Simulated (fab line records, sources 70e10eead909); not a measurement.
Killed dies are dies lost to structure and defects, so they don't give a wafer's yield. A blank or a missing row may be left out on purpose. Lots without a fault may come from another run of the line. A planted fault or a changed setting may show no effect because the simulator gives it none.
Which tool did it? | flow nand_harc | 15 lots, 43 wafers sampled, at 5 steps of a route of 1302

WHAT THE GAUGES READ, wafer by wafer
NHARC_A_ONON_D2_THK_MEAS_11: measures by ellipsometry. Usual: thk_nm 1000 nm, standard deviation 11.
lot  | measured     | on            | thk_nm (nm)    | flag
L909 | day 11 07:06 | film_metro-01 | 998 998 999    |
L910 | day 12 16:32 | film_metro-02 | 1019 1016 1020 |
L915 | day 14 16:34 | film_metro-02 | 980 1485       | OFF
L918 | day 15 14:43 | film_metro-01 | 984 1487 984   | OFF
L920 | day 16 02:35 | film_metro-01 | 1004 1006 1003 |
L919 | day 16 02:35 | film_metro-01 | 1499 1498      | OFF
L922 | day 17 08:01 | film_metro-01 | 1010 1012 1010 |
L924 | day 18 06:11 | film_metro-01 | 999 1000 1001  |
L925 | day 18 15:40 | film_metro-01 | 1003 1001 1003 |
L926 | day 19 05:17 | film_metro-01 | 1010 1010 1011 |
L927 | day 19 04:56 | film_metro-02 | 1012 1014 1013 |
L928 | day 19 23:31 | film_metro-02 | 995 994 993    |
L929 | day 20 06:22 | film_metro-01 | 1010 1009 1007 |
L930 | day 20 12:22 | film_metro-01 | 993 993 991    |
L931 | day 20 18:13 | film_metro-01 | 1015 1013 1012 |

NHARC_A_ONON_D2_THK_MEAS_27: measures by ellipsometry. Usual: thk_nm 1000 nm, standard deviation 8.9.
lot  | measured     | on            | thk_nm (nm)    | flag
L909 | day 11 16:46 | film_metro-01 | 999 996 998    |
L910 | day 13 02:38 | film_metro-01 | 1015 1013 1012 |
L915 | day 15 03:49 | film_metro-01 | 1005 1005      |
L918 | day 16 00:19 | film_metro-01 | 984 985 984    |
L920 | day 16 12:17 | film_metro-01 | 1015 1014 1016 |
L919 | day 16 12:18 | film_metro-02 | 995 996        |
L922 | day 17 19:38 | film_metro-02 | 1001 1001 1002 |
L924 | day 18 16:14 | film_metro-01 | 1015 1014 1013 |
L925 | day 19 01:41 | film_metro-02 | 1001 1003 1002 |
L926 | day 19 14:35 | film_metro-02 | 985 986 986    |
L927 | day 19 14:35 | film_metro-01 | 1005 1005 1006 |
L928 | day 20 12:23 | film_metro-02 | 1010 1012 1010 |
L929 | day 20 17:31 | film_metro-01 | 995 994 992    |
L930 | day 21 00:27 | film_metro-02 | 1003 1003 1003 |
L931 | day 21 08:08 | film_metro-02 | 1002 1002 1000 |

WHICH TOOL RAN EACH LOT (tool, then ch and the chambers of the sampled wafers, then the start)
lot  | NHARC_A_CHANNEL_FILL_D1_STRIP_29              | NHARC_A_DECK1_JOINT_CMP_02    | NHARC_A_ONON_D2_DEP_09
L909 | rie_diel-06 ch 0,2,3, day 11 04:00 or earlier | cmp-02 ch 0,1,3, day 11 04:00 | pecvd_onon-04 ch 0, day 11 06:35
L910 | rie_diel-08 ch 2,3, day 12 13:36 or earlier   | cmp-02 ch 0,1,3, day 12 13:36 | pecvd_onon-01 ch 0, day 12 16:02
L915 | rie_diel-09 ch 1,3, day 14 13:39 or earlier   | cmp-02 ch 0,2, day 14 13:39   | pecvd_onon-04 ch 0, day 14 16:04
L918 | rie_diel-08 ch 0,1,3, day 15 11:36 or earlier | cmp-02 ch 0,2,3, day 15 11:36 | pecvd_onon-04 ch 0, day 15 14:12
L920 | rie_diel-09 ch 0,1,3, day 15 23:36 or earlier | cmp-03 ch 1,2, day 15 23:36   | pecvd_onon-03 ch 0, day 16 02:05
L919 | rie_diel-06 ch 2, day 14 07:46                | cmp-04 ch 0,3, day 15 23:38   | pecvd_onon-04 ch 0, day 16 02:08
L922 | rie_diel-06 ch 0,1,2, day 17 05:01 or earlier | cmp-02 ch 1,2, day 17 05:01   | pecvd_onon-01 ch 0, day 17 07:37
L924 | rie_diel-06 ch 1,3, day 18 03:12 or earlier   | cmp-04 ch 1,2,3, day 18 03:12 | pecvd_onon-04 ch 0, day 18 05:41
L925 | rie_diel-09 ch 0,1,2, day 16 17:05            | cmp-04 ch 0,1,3, day 18 12:46 | pecvd_onon-01 ch 0, day 18 15:10
L926 | rie_diel-08 ch 0,2, day 19 01:41 or earlier   | cmp-04 ch 0,2, day 19 01:41   | pecvd_onon-04 ch 0, day 19 04:46
L927 | rie_diel-09 ch 1,2,3, day 19 01:42 or earlier | cmp-02 ch 1,2, day 19 01:42   | pecvd_onon-03 ch 0, day 19 04:29
L928 | rie_diel-08 ch 0,3, day 19 20:31 or earlier   | cmp-04 ch 0,3, day 19 20:31   | pecvd_onon-04 ch 0, day 19 23:00
L929 | rie_diel-06 ch 2,3, day 18 12:03              | cmp-02 ch 1,3, day 20 03:24   | pecvd_onon-01 ch 0, day 20 05:55
L930 | rie_diel-08 ch 0,1,3, day 20 09:25 or earlier | cmp-03 ch 1,2,3, day 20 09:25 | pecvd_onon-01 ch 0, day 20 11:52
L931 | rie_diel-08 ch 0,2,3, day 20 15:13 or earlier | cmp-03 ch 1,2, day 20 15:13   | pecvd_onon-03 ch 0, day 20 17:41
- NHARC_A_CHANNEL_FILL_D1_STRIP_29: strips in O2, time 20 s.
- NHARC_A_DECK1_JOINT_CMP_02: polishes SiOx.
- NHARC_A_ONON_D2_DEP_09: target thk 1000 nm.

WHAT THE TOOLS THEMSELVES READ (means of the sampled wafers that have a number; where no wafer has one, the mark that the record gives instead)
NHARC_A_CHANNEL_FILL_D1_STRIP_29. Usual: chamber_pressure_mTorr 60.01 mTorr, standard deviation 0.048; drypump_motor_current_A 5.6 A, standard deviation 0.5; oes_product_au 1.000 a.u., standard deviation 0.0077; rf_vpp_V 57.9 V, standard deviation 0.87; showerhead_plenum_p_Torr 3.58 Torr, standard deviation 0.12; throttle_valve_pct 17.038 %, standard deviation 0.0091.
lot  | tool        | chamber_pressure_mTorr (mTorr) | drypump_motor_current_A (A) | oes_product_au (a.u.) | rf_vpp_V (V) | showerhead_plenum_p_Torr (Torr) | throttle_valve_pct (%) | flag
L909 | rie_diel-06 | 59.97                          | 5.9                         | 0.999                 | 57.6         | 3.63                            | 17.053                 |
L910 | rie_diel-08 | 60.04                          | 6.3                         | 0.993                 | 57.5         | 3.49                            | 17.033                 |
L915 | rie_diel-09 | 59.98                          | 5.4                         | 1.004                 | 58.2         | 3.55                            | 17.044                 |
L918 | rie_diel-08 | 60.01                          | 5.6                         | 1.005                 | 58.2         | 3.55                            | 17.039                 |
L920 | rie_diel-09 | 59.99                          | 5.4                         | 1.010                 | 59.2         | 3.57                            | 17.030                 |
L919 | rie_diel-06 | 60.02                          | 6.4                         | 0.996                 | 57.5         | 3.77                            | 17.047                 |
L922 | rie_diel-06 | 60.05                          | 5.9                         | 1.009                 | 58.8         | 3.65                            | 17.037                 |
L924 | rie_diel-06 | 60.02                          | 5.5                         | 1.004                 | 57.8         | 3.63                            | 17.031                 |
L925 | rie_diel-09 | 59.98                          | 5.3                         | 0.999                 | 58.6         | 3.51                            | 17.035                 |
L926 | rie_diel-08 | 60.02                          | 5.3                         | 1.004                 | 58.2         | 3.58                            | 17.041                 |
L927 | rie_diel-09 | 60.01                          | 5.3                         | 1.001                 | 57.4         | 3.52                            | 17.044                 |
L928 | rie_diel-08 | 59.99                          | 5.5                         | 0.994                 | 58.2         | 3.47                            | 17.043                 |
L929 | rie_diel-06 | 60.02                          | 5.9                         | 0.989                 | 57.5         | 3.65                            | 17.032                 |
L930 | rie_diel-08 | 59.96                          | 5.6                         | 0.997                 | 58.8         | 3.55                            | 17.036                 |
L931 | rie_diel-08 | 59.99                          | 5.8                         | 1.002                 | 57.3         | 3.53                            | 17.040                 |

NHARC_A_DECK1_JOINT_CMP_02. Usual: edge_zone_pressure_frac 0.999, standard deviation 0.0051; motor_current_A 11.7 A, standard deviation 1.
lot  | tool   | edge_zone_pressure_frac | motor_current_A (A) | flag
L909 | cmp-02 | 1.001                   | 10.5                |
L910 | cmp-02 | 1.000                   | 10.8                |
L915 | cmp-02 | 0.999                   | 11.2                |
L918 | cmp-02 | 0.994                   | 11.5                |
L920 | cmp-03 | 0.996                   | 12.9                |
L919 | cmp-04 | 0.996                   | 12.2                |
L922 | cmp-02 | 1.006                   | 10.5                |
L924 | cmp-04 | 1.000                   | 11.7                |
L925 | cmp-04 | 0.998                   | 12.0                |
L926 | cmp-04 | 1.007                   | 12.3                |
L927 | cmp-02 | 0.999                   | 10.9                |
L928 | cmp-04 | 1.002                   | 12.7                |
L929 | cmp-02 | 1.003                   | 10.3                |
L930 | cmp-03 | 0.999                   | 11.9                |
L931 | cmp-03 | 0.999                   | 12.3                |

THE ANSWER, worked out from the rows above alone
Rule: a lot is off if the mean of its wafers that have a number lies more than 3 standard deviations from the usual mean. A lot without any number at a reading at which 4 lots or more have one is off too. The other lots that the step has rows for count as sound. The gauges are gone through in route order, then the tools' own readings, and for those a lot's mean is taken as printed above. The first step at which some lot is off is used, and at that step the reading that is off furthest; a lot without a number counts as furthest.
Off: L915, L918, L919, at NHARC_A_ONON_D2_THK_MEAS_11 (thk_nm).
A tool fits if, at a process step before that reading, it ran every lot that is off, and no sound lot after the first of them. The gauges at NHARC_A_ONON_D2_THK_MEAS_11 are tried like those tools. NHARC_A_CHANNEL_FILL_D1_STRIP_29 gives no start for some lots, so the hours and the order of its lots are those of NHARC_A_DECK1_JOINT_CMP_02. None of those tried fits.

WHAT THE SIMULATOR HAD PUT IN
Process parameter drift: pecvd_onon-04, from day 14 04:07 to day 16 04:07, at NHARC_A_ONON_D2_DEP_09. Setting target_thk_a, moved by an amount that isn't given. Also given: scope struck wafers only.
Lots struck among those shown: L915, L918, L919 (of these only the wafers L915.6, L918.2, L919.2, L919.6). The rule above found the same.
